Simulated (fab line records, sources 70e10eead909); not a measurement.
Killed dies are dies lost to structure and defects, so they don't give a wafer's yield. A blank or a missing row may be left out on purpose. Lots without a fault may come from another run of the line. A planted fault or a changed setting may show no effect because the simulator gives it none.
Chamber matching | flow nand_harc | NHARC_A_M0_PRE_CLEAN_31 on pecvd-02: 3 sister chambers
The step time 12 s. 20 wafers are shown with their chamber, then 10 later ones without.

WAFERS WITH THEIR CHAMBER
wafer  | chamber | heater_power_w (W)
L074.3 | 2       | 576
L074.4 | 2       | 595
L074.5 | 1       | 677
L077.1 | 1       | 678
L077.4 | 2       | 619
L077.5 | 0       | 555
L082.1 | 1       | 685
L082.2 | 0       | 636
L082.3 | 2       | 595
L083.1 | 2       | 653
L083.3 | 1       | 718
L083.6 | 1       | 716
L084.1 | 1       | 696
L084.2 | 0       | 570
L084.5 | 2       | 618
L085.2 | 1       | 635
L085.3 | 2       | 625
L085.6 | 0       | 572
L086.1 | 2       | 632
L086.4 | 0       | 599

SIGNATURES (means of the wafers above)
reading        | chamber 0 | chamber 1 | chamber 2 | scatter within a chamber
heater_power_w | 586.40    | 686.43    | 614.12    | 27.7
Rule: a wafer's distance from a chamber is the root of the sum, over the readings, of the square of ((its reading less the chamber's mean) divided by the reading's scatter). The wafer belongs to the nearest chamber; if the next one is less than 2 further off, it can't be placed. The scatter: the root of (the sum of the squares of (reading less its chamber's mean) over the shown wafers, divided by (wafers less chambers)).

WAFERS WITHOUT THEIR CHAMBER
wafer  | heater_power_w (W)
L086.6 | 674
L087.3 | 677
L087.4 | 565
L087.6 | 702
L093.1 | 587
L093.4 | 604
L093.5 | 600
L095.2 | 628
L095.4 | 632
L095.6 | 606

WHICH CHAMBER EACH WENT THROUGH
wafer  | from the rows above          | in truth
L086.6 | can't be placed: 1 or 2      | 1
L087.3 | can't be placed: 1 or 2      | 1
L087.4 | can't be placed: 0 or 2      | 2
L087.6 | 1                            | 1
L093.1 | can't be placed: 0 or 2      | 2
L093.4 | can't be placed: 2 or 0      | 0
L093.5 | can't be placed: 0 or 2      | 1
L095.2 | can't be placed: 2 or 0 or 1 | 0
L095.4 | can't be placed: 2 or 0 or 1 | 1
L095.6 | can't be placed: 2 or 0      | 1
Placed correctly: 1 of 10. Can't be placed from these rows: 9 (the true chamber is among the candidates in 7). Placed wrongly: 0.
